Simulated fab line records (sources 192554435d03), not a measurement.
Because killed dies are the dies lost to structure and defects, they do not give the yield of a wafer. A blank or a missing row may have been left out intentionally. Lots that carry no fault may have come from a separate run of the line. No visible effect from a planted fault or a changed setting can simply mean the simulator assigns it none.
What tool caused it? / flow n5-finfet / 33 wafers from 11 lots sampled at 2 of the route's 1938 steps

## WHAT THE GAUGES READ, wafer by wafer
N5_BEOL_M15_OVL_MEAS_29.
lot=L524; measured=day 11 04:45; on=overlay-01; M15_OVL (nm)=-3 -4 -1
lot=L523; measured=day 11 20:09; on=overlay-01; M15_OVL (nm)=-12 -9 -11
lot=L525; measured=day 12 06:25; on=overlay-02; M15_OVL (nm)=-5 -3 -10
lot=L532; measured=day 14 02:07; on=overlay-02; M15_OVL (nm)=-2 0 1
lot=L537; measured=day 15 07:32; on=overlay-02; M15_OVL (nm)=2 1 -5
lot=L539; measured=day 15 16:08; on=overlay-01; M15_OVL (nm)=1 -3 -2
lot=L541; measured=day 16 07:01; on=overlay-02; M15_OVL (nm)=-4 -3 -5
lot=L538; measured=day 16 07:39; on=overlay-02; M15_OVL (nm)=-15 -2 -11
lot=L540; measured=day 16 15:02; on=overlay-02; M15_OVL (nm)=-3 -8 -2
lot=L542; measured=day 16 21:37; on=overlay-02; M15_OVL (nm)=5 -3 1
lot=L545; measured=day 17 15:32; on=overlay-01; M15_OVL (nm)=-7 -9 -9

## EACH LOT AND THE TOOL THAT RAN IT (in order: tool; ch and the chambers of the sampled wafers; start)
lot=L524; N5_BEOL_M15_STRIP_64=rie-diel-03 ch 0,2,3, day 11 04:45 or earlier
lot=L523; N5_BEOL_M15_STRIP_64=rie-diel-06 ch 0,3, day 11 20:09 or earlier
lot=L525; N5_BEOL_M15_STRIP_64=rie-diel-01 ch 1,2, day 12 06:25 or earlier
lot=L532; N5_BEOL_M15_STRIP_64=rie-diel-06 ch 0,1,3, day 14 02:07 or earlier
lot=L537; N5_BEOL_M15_STRIP_64=rie-diel-03 ch 1,2,3, day 15 07:32 or earlier
lot=L539; N5_BEOL_M15_STRIP_64=rie-diel-01 ch 1,3, day 15 16:08 or earlier
lot=L541; N5_BEOL_M15_STRIP_64=rie-diel-03 ch 1,3, day 16 07:01 or earlier
lot=L538; N5_BEOL_M15_STRIP_64=rie-diel-06 ch 2,3, day 16 07:39 or earlier
lot=L540; N5_BEOL_M15_STRIP_64=rie-diel-03 ch 0,3, day 16 15:02 or earlier
lot=L542; N5_BEOL_M15_STRIP_64=rie-diel-01 ch 0,1,2, day 16 21:37 or earlier
lot=L545; N5_BEOL_M15_STRIP_64=rie-diel-03 ch 0,1,2, day 17 15:32 or earlier
- N5_BEOL_M15_STRIP_64: strips in O2.

## WHAT THE TOOLS THEMSELVES READ (means of the sampled wafers that have a number; where no wafer has one, the mark that the record gives instead)
N5_BEOL_M15_STRIP_64.
lot=L524; tool=rie-diel-03; drypump-motor-current-A (A)=5.9; oes-product-au (a.u.)=0.73; rf-vpp-V (V)=3.4; showerhead-plenum-p-Torr (Torr)=2.10; throttle-valve-pct (%)=16.68
lot=L523; tool=rie-diel-06; drypump-motor-current-A (A)=6.1; oes-product-au (a.u.)=0.75; rf-vpp-V (V)=3.3; showerhead-plenum-p-Torr (Torr)=1.94; throttle-valve-pct (%)=16.41
lot=L525; tool=rie-diel-01; drypump-motor-current-A (A)=5.5; oes-product-au (a.u.)=0.83; rf-vpp-V (V)=3.3; showerhead-plenum-p-Torr (Torr)=2.14; throttle-valve-pct (%)=16.69
lot=L532; tool=rie-diel-06; drypump-motor-current-A (A)=6.3; oes-product-au (a.u.)=0.76; rf-vpp-V (V)=3.8; showerhead-plenum-p-Torr (Torr)=2.03; throttle-valve-pct (%)=16.48
lot=L537; tool=rie-diel-03; drypump-motor-current-A (A)=6.3; oes-product-au (a.u.)=0.69; rf-vpp-V (V)=3.9; showerhead-plenum-p-Torr (Torr)=2.03; throttle-valve-pct (%)=16.75
lot=L539; tool=rie-diel-01; drypump-motor-current-A (A)=5.5; oes-product-au (a.u.)=0.82; rf-vpp-V (V)=3.6; showerhead-plenum-p-Torr (Torr)=2.09; throttle-valve-pct (%)=16.73
lot=L541; tool=rie-diel-03; drypump-motor-current-A (A)=6.1; oes-product-au (a.u.)=0.71; rf-vpp-V (V)=3.6; showerhead-plenum-p-Torr (Torr)=1.98; throttle-valve-pct (%)=16.58
lot=L538; tool=rie-diel-06; drypump-motor-current-A (A)=5.7; oes-product-au (a.u.)=0.85; rf-vpp-V (V)=4.1; showerhead-plenum-p-Torr (Torr)=2.00; throttle-valve-pct (%)=16.71
lot=L540; tool=rie-diel-03; drypump-motor-current-A (A)=5.8; oes-product-au (a.u.)=0.72; rf-vpp-V (V)=3.9; showerhead-plenum-p-Torr (Torr)=2.04; throttle-valve-pct (%)=16.58
lot=L542; tool=rie-diel-01; drypump-motor-current-A (A)=5.5; oes-product-au (a.u.)=0.80; rf-vpp-V (V)=3.3; showerhead-plenum-p-Torr (Torr)=2.11; throttle-valve-pct (%)=16.74
lot=L545; tool=rie-diel-03; drypump-motor-current-A (A)=6.2; oes-product-au (a.u.)=0.88; rf-vpp-V (V)=4.0; showerhead-plenum-p-Torr (Torr)=2.17; throttle-valve-pct (%)=16.73

## THE ANSWER, worked out from the rows above alone
Rule: the lots themselves supply what counts as usual. Put in order of their means at a reading, lots are off if they are a third of the lots or fewer, leave a main group of 4 or more, and stand apart from it by a gap of 3 or more times the standard deviation of the main group's means; of several such gaps the widest counts. A main group whose means are all the same, to the digits that the tables above print for the reading, isn't used. A lot without any number at a reading at which 4 lots or more have one is off too. The other lots that the step has rows for count as sound. After the gauges, taken in route order, come the tools' own readings; for these a lot's mean is taken, as printed above. At the first step where some lot is off, the reading lying furthest off is the one used; lots without a number count as furthest.
None of the lots is off at any reading shown; this tells nothing.

## WHAT WAS PUT IN BY THE SIMULATOR
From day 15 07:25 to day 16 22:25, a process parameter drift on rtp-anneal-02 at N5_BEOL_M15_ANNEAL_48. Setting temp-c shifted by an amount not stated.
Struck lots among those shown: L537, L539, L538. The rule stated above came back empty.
